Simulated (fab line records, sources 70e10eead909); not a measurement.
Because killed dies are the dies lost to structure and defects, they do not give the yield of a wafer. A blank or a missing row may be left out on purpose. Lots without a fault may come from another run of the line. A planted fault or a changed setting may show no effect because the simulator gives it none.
Which of the tools did it? -- flow nand-harc -- 13 lots with 37 wafers sampled at 5 steps, on a route of 1159 steps

WHAT THE GAUGES SHOWED, per wafer
NHARC_END_SORT_01. Usual: defect-limited-yield 95.4 %, standard deviation 1.4; killed-at-array 27, standard deviation 9.3; killed-at-other 0.9, standard deviation 1.3; killed-at-periphery 3.6, standard deviation 2.7; killed-dies 31, standard deviation 9.7; killed-open 3.3, standard deviation 1.8; killed-short 2.0, standard deviation 1.5; sort_bin_2_pct 1.4 %, standard deviation 0.63; sort_bin_3_pct 0.25 %, standard deviation 0.21; sort_bin_4_pct 2.9 %, standard deviation 0.93; sort-n-pass 646, standard deviation 9.7; sort-rim-yield-pct 95 %, standard deviation 3.1; sort-yield-pct 95.4 %, standard deviation 1.4.
lot,measured,on,defect-limited-yield (%),killed-at-array,killed-at-other,killed-at-periphery,killed-dies,killed-open,killed-short,sort_bin_2_pct (%),sort_bin_3_pct (%),sort_bin_4_pct (%),sort-n-pass,sort-rim-yield-pct (%),sort-yield-pct (%),flag
L985,day 24 06:12,prober-01,96.5 96.8 97.8,17 14 11,0 1 1,7 7 3,24 22 15,2 2 2,3 3 0,0.9 1.2 1.0,0.15 0 0,2.5 2.1 1.2,653 655 662,94 98 98,96.5 96.8 97.8,

WHAT TOOL EACH LOT RAN ON (gives the tool, then ch and the chambers of the sampled wafers, and finally the start)
lot,NHARC_P_CONTACT_STRIP_28,NHARC_P_M1_SOFTBAKE_04,NHARC_P_M1_PRE_CLEAN_30,NHARC_P_M1_PVD_20
L966,"rie-diel-13 ch 0,1,3, day 5 18:46","litho-track-04 ch 0, day 6 01:00","pvd-sputter-03, no start","pvd-sputter-03, no start"
L968,"rie-diel-02 ch 0,1,2, day 5 22:14","litho-track-01 ch 0, day 6 05:00","pvd-sputter-03, no start","pvd-sputter-03, no start"
L967,"rie-diel-02 ch 0,1,2, day 6 03:53","litho-track-01 ch 0, day 6 15:00","pvd-sputter-03, no start","pvd-sputter-03, no start"
L969,"rie-diel-04 ch 1,2,3, day 6 12:35","litho-track-04 ch 0, day 6 19:00","pvd-sputter-02, no start","pvd-sputter-02, no start"
L972,"rie-diel-02 ch 0,1,2, day 7 03:48","litho-track-06 ch 0, day 7 10:00","pvd-sputter-03, no start","pvd-sputter-03, no start"
L973,"rie-diel-04 ch 0,2,3, day 7 13:43","litho-track-01 ch 0, day 7 21:00","pvd-sputter-02, no start","pvd-sputter-02, no start"
L975,"rie-diel-02 ch 0,2,3, day 7 16:32","litho-track-01 ch 0, day 8 02:00","pvd-sputter-01, no start","pvd-sputter-01, no start"
L974,"rie-diel-02 ch 0,1,2, day 7 17:53","litho-track-04 ch 0, day 8 02:00","pvd-sputter-03, no start","pvd-sputter-03, no start"
L979,"rie-diel-04 ch 1,2, day 8 22:16","litho-track-01 ch 0, day 9 05:00","pvd-sputter-02, no start","pvd-sputter-02, no start"
L977,"rie-diel-02 ch 1,2, day 8 22:49","litho-track-01 ch 0, day 9 06:00","pvd-sputter-02, no start","pvd-sputter-02, no start"
L985,"rie-diel-02 ch 0,1,2, day 10 13:26","litho-track-04 ch 0, day 10 21:00","pvd-sputter-03, day 24 06:12 or earlier","pvd-sputter-03, day 24 06:12 or earlier"
L987,"rie-diel-02 ch 2,3, day 10 22:19","litho-track-06 ch 0, day 11 05:00","pvd-sputter-03, no start","pvd-sputter-03, no start"
L989,"rie-diel-13 ch 0,1,3, day 11 03:44","litho-track-04 ch 0, day 11 11:00","pvd-sputter-02, no start","pvd-sputter-02, no start"
- NHARC_P_CONTACT_STRIP_28: strips in O2.
- NHARC_P_M1_SOFTBAKE_04: time 55 s.
- NHARC_P_M1_PRE_CLEAN_30: time 30 s.
- NHARC_P_M1_PVD_20: deposits TaN, target thk 5 nm, time 8.06 s.

WHAT THE TOOLS THEMSELVES READ (means of the sampled wafers that have a number; where no wafer has one, the mark that the record gives instead)
NHARC_P_CONTACT_STRIP_28. Usual: drypump-motor-current-A 5.8 A, standard deviation 0.42; oes-product-au 0.999 a.u., standard deviation 0.01; rf-vpp-V 57.7 V, standard deviation 0.93; showerhead-plenum-p-Torr 3.50 Torr, standard deviation 0.15; throttle-valve-pct 17.037 %, standard deviation 0.0086.
lot,tool,drypump-motor-current-A (A),oes-product-au (a.u.),rf-vpp-V (V),showerhead-plenum-p-Torr (Torr),throttle-valve-pct (%),flag
L966,rie-diel-13,5.9,1.002,57.0,3.45,17.041,
L968,rie-diel-02,5.9,1.000,57.1,3.41,17.042,
L967,rie-diel-02,5.9,1.008,57.4,3.41,17.039,
L969,rie-diel-04,5.7,0.999,57.7,3.57,17.044,
L972,rie-diel-02,6.0,1.001,57.9,3.41,17.040,
L973,rie-diel-04,5.5,0.998,58.4,3.47,17.027,
L975,rie-diel-02,5.8,0.997,58.5,3.51,17.034,
L974,rie-diel-02,5.9,0.996,57.4,3.41,17.031,
L979,rie-diel-04,5.6,0.990,58.0,3.67,17.034,
L977,rie-diel-02,6.1,1.004,57.0,3.40,17.038,
L985,rie-diel-02,5.9,0.997,57.6,3.40,17.034,
L987,rie-diel-02,5.9,0.991,58.4,3.61,17.033,
L989,rie-diel-13,5.9,1.003,57.5,3.43,17.034,

NHARC_P_M1_SOFTBAKE_04. Usual: heater-power-total-W 188.43 W, standard deviation 0.13.
lot,tool,heater-power-total-W (W),flag
L966,litho-track-04,188.44,
L968,litho-track-01,188.29,
L967,litho-track-01,188.54,
L969,litho-track-04,188.36,
L972,litho-track-06,188.46,
L973,litho-track-01,188.36,
L975,litho-track-01,188.45,
L974,litho-track-04,188.41,
L979,litho-track-01,262.49,OFF
L977,litho-track-01,336.71,OFF
L985,litho-track-04,188.38,
L987,litho-track-06,188.63,
L989,litho-track-04,188.50,

NHARC_P_M1_PRE_CLEAN_30. Usual: heater-power-w 384 W, standard deviation 35.
lot,tool,heater-power-w (W),flag
L966,pvd-sputter-03,393,
L968,pvd-sputter-03,383,
L967,pvd-sputter-03,368,
L969,pvd-sputter-02,411,
L972,pvd-sputter-03,375,
L973,pvd-sputter-02,413,
L975,pvd-sputter-01,360,
L974,pvd-sputter-03,374,
L979,pvd-sputter-02,422,
L977,pvd-sputter-02,420,
L985,pvd-sputter-03,370,
L987,pvd-sputter-03,375,
L989,pvd-sputter-02,386,

NHARC_P_M1_PVD_20. Usual: throttle-valve-pct 29.9 %, standard deviation 1.1.
lot,tool,throttle-valve-pct (%),flag
L966,pvd-sputter-03,29.4,
L968,pvd-sputter-03,29.8,
L967,pvd-sputter-03,29.1,
L969,pvd-sputter-02,30.0,
L972,pvd-sputter-03,28.7,
L973,pvd-sputter-02,30.0,
L975,pvd-sputter-01,29.7,
L974,pvd-sputter-03,29.8,
L979,pvd-sputter-02,31.0,
L977,pvd-sputter-02,29.9,
L985,pvd-sputter-03,29.3,
L987,pvd-sputter-03,29.6,
L989,pvd-sputter-02,31.2,

THE ANSWER, worked out from the rows above alone
Rule: take the mean of a lot's wafers that have a number; if it is more than 3 standard deviations from the usual mean, the lot is off. A lot without any number at a reading at which 4 lots or more have one is off too. Any other lot the step has rows for is counted as sound. The gauges are gone through in route order, then the tools' own readings, and for those a lot's mean is taken as printed above. At the first step where some lot is off, the reading lying furthest off is the one used; lots without a number count as furthest.
Off at NHARC_P_M1_SOFTBAKE_04 (heater-power-total-W): L979, L977.
A tool fits if, at that step or a process step before it, it ran every lot that is off, and no sound lot after the first of them. One fits: litho-track-01 at NHARC_P_M1_SOFTBAKE_04. A fault onset in the window from L975 (day 8 02:00, its last sound lot) to L979 (day 9 05:00, its first lot off) fits.
The tool's own readings at NHARC_P_M1_SOFTBAKE_04 bear it out: on the lots that are off they differ by more than 5 times the standard deviation of the sound lots' means. heater-power-total-W reads 299.60 W there against 188.44 W on the sound lots.

WHAT THE SIMULATOR PUT IN
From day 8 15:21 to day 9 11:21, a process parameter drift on litho-track-01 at NHARC_P_M1_SOFTBAKE_04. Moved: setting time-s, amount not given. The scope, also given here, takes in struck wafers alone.
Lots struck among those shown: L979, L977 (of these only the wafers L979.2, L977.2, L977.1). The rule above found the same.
